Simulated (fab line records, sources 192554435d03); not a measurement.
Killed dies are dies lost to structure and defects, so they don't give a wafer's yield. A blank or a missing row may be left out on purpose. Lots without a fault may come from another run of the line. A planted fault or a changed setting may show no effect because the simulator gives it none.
Chamber matching | flow n5_finfet | N5_FIN_SAQP_PECVD_47 on pecvd-04: 3 sister chambers
The step deposits a-Si from SiH4/He, target thk 45 nm, time 36.3 s. 3 wafers are shown with their chamber, then 10 later ones without.

WAFERS WITH THEIR CHAMBER
wafer  | chamber | throttle_valve_pct (%)
L085.2 | 0       | 17.8
L085.4 | 1       | 20.4
L085.5 | 2       | 16.6

WAFERS WITHOUT THEIR CHAMBER
wafer  | throttle_valve_pct (%)
L085.6 | 17.7
L087.1 | 17.7
L087.2 | 16.7
L087.3 | 20.3
L087.4 | 16.4
L087.5 | 17.6
L087.6 | 20.5
L094.2 | 17.7
L094.3 | 17.6
L094.4 | 20.6

WHICH CHAMBER EACH WENT THROUGH
wafer  | from the rows above | in truth
L085.6 | 0                   | 0
L087.1 | 0                   | 0
L087.2 | 2                   | 2
L087.3 | 1                   | 1
L087.4 | 2                   | 2
L087.5 | 0                   | 0
L087.6 | 1                   | 1
L094.2 | 0                   | 0
L094.3 | 0                   | 0
L094.4 | 1                   | 1
Placed correctly: 10 of 10. Can't be placed from these rows: 0. Placed wrongly: 0.
How it was worked out, from the rows above alone: a wafer's distance from a chamber is the root of the sum, over the readings, of the square of ((its reading less the chamber's mean) divided by the reading's scatter). The wafer belongs to the nearest chamber; if the next one is less than 2 further off, it can't be placed. A chamber's mean is the mean of its shown wafers. The scatter: with one shown wafer a chamber, the root of the mean of the squares of how far each hidden wafer lies from its nearest shown one.
